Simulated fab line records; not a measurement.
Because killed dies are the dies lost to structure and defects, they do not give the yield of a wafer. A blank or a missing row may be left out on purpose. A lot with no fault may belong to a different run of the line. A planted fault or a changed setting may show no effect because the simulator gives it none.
Chamber matching / flow n5Finfet / N5_BEOL_M3_CMP_52 on cmp-01: 4 sister chambers
The step polishes, stops on SiOC, t overpolish 6.8 s, target thk 40 nm. 4 wafers are shown with their chamber, then 9 later ones without.

== WAFERS, EACH WITH ITS CHAMBER ==
wafer=L089.1; chamber=0; motorCurrentA (A)=5.5
wafer=L089.6; chamber=2; motorCurrentA (A)=5.6
wafer=L092.1; chamber=3; motorCurrentA (A)=6.0
wafer=L092.5; chamber=1; motorCurrentA (A)=5.5

== WAFERS MISSING THEIR CHAMBER ==
wafer=L094.2; motorCurrentA (A)=5.6
wafer=L094.5; motorCurrentA (A)=5.6
wafer=L094.6; motorCurrentA (A)=5.6
wafer=L093.2; motorCurrentA (A)=5.8
wafer=L093.4; motorCurrentA (A)=5.7
wafer=L093.6; motorCurrentA (A)=5.6
wafer=L096.1; motorCurrentA (A)=5.6
wafer=L096.2; motorCurrentA (A)=6.3
wafer=L096.3; motorCurrentA (A)=5.8

== WHICH CHAMBER EACH ONE RAN IN ==
wafer=L094.2; from the rows above=can't be placed: 2 or 0 or 1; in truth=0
wafer=L094.5; from the rows above=can't be placed: 2 or 0 or 1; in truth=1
wafer=L094.6; from the rows above=can't be placed: 2 or 0 or 1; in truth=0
wafer=L093.2; from the rows above=can't be placed: 2 or 3 or 0 or 1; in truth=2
wafer=L093.4; from the rows above=can't be placed: 2 or 0 or 1 or 3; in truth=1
wafer=L093.6; from the rows above=can't be placed: 2 or 0 or 1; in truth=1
wafer=L096.1; from the rows above=can't be placed: 2 or 0 or 1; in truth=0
wafer=L096.2; from the rows above=3; in truth=3
wafer=L096.3; from the rows above=can't be placed: 2 or 3 or 0 or 1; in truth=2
Correct placement for 1 of the 9. From these rows, 8 cannot be placed; in 8 the true chamber is one of the candidates. Placed wrongly: 0.
How it was worked out, from the rows above alone: a wafer's distance from a chamber is the root of the sum, over the readings, of the square of ((its reading less the chamber's mean) divided by the reading's scatter). The wafer belongs to the nearest chamber; if the next one is less than 2 further off, it can't be placed. For every chamber, the mean is computed from those of its wafers that are shown. The scatter (one wafer shown for each chamber): square how far every hidden wafer sits from the nearest shown wafer, average those squares and take the square root.
